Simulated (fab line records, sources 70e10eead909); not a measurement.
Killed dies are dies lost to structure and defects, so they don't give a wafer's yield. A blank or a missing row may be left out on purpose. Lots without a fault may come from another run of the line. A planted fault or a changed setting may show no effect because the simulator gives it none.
Chamber matching | flow nand_harc | NHARC_P_GATE_DESCUM_31 on rie_diel-12: 4 sister chambers
The step chemistry O2, time 3 s. 4 wafers are shown with their chamber, then 7 later ones without.

WAFERS WITH THEIR CHAMBER
wafer  | chamber | showerhead_plenum_p_Torr (Torr)
L337.4 | 3       | 2.02
L336.4 | 1       | 1.99
L343.1 | 2       | 2.06
L343.3 | 0       | 1.90

WAFERS WITHOUT THEIR CHAMBER
wafer  | showerhead_plenum_p_Torr (Torr)
L343.6 | 1.90
L347.2 | 1.90
L347.4 | 2.05
L347.5 | 1.90
L351.1 | 1.90
L351.2 | 2.02
L351.3 | 2.05

WHICH CHAMBER EACH WENT THROUGH
wafer  | from the rows above | in truth
L343.6 | 0                   | 0
L347.2 | 0                   | 0
L347.4 | 2                   | 2
L347.5 | 0                   | 0
L351.1 | 0                   | 0
L351.2 | 3                   | 3
L351.3 | 2                   | 2
Placed correctly: 7 of 7. Can't be placed from these rows: 0. Placed wrongly: 0.
How it was worked out, from the rows above alone: a wafer's distance from a chamber is the root of the sum, over the readings, of the square of ((its reading less the chamber's mean) divided by the reading's scatter). The wafer belongs to the nearest chamber; if the next one is less than 2 further off, it can't be placed. A chamber's mean is the mean of its shown wafers. The scatter: with one shown wafer a chamber, the root of the mean of the squares of how far each hidden wafer lies from its nearest shown one.
